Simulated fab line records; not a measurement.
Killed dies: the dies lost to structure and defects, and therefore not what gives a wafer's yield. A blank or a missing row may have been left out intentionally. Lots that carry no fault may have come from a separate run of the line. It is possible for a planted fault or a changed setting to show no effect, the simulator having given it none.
Chamber matching	flow n5_finfet	cvd_co-01 running N5_BEOL_M0_CO_CAP_123: 3 sister chambers
The step material Co, precursor CCTBA/H2, target thk 2 nm, time 102.1 s. 3 wafers are shown with their chamber, then 8 later ones without.

== WAFERS WITH THEIR CHAMBER ==
wafer	chamber	heater_power_w (W)
L082.2	2	251
L082.6	0	251
L087.1	1	227

== WAFERS WITH NO CHAMBER GIVEN ==
wafer	heater_power_w (W)
L087.4	255
L087.5	257
L088.2	230
L088.5	251
L088.6	226
L091.2	251
L091.5	253
L091.6	227

== EACH ONE'S CHAMBER ==
wafer	from the rows above	in truth
L087.4	can't be placed: 0 or 2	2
L087.5	can't be placed: 0 or 2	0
L088.2	1	1
L088.5	can't be placed: 0 or 2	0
L088.6	1	1
L091.2	can't be placed: 0 or 2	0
L091.5	can't be placed: 0 or 2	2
L091.6	1	1
Correct placement for 3 of the 8. Cannot be placed on the basis of these rows: 5; the candidates contain the true chamber in 5. 0 placed wrongly.
How it was worked out, from the rows above alone: a wafer's distance from a chamber is the root of the sum, over the readings, of the square of ((its reading less the chamber's mean) divided by the reading's scatter). The wafer belongs to the nearest chamber; if the next one is less than 2 further off, it can't be placed. The mean given for a chamber averages the wafers shown for that chamber. The scatter: with one shown wafer a chamber, the root of the mean of the squares of how far each hidden wafer lies from its nearest shown one.
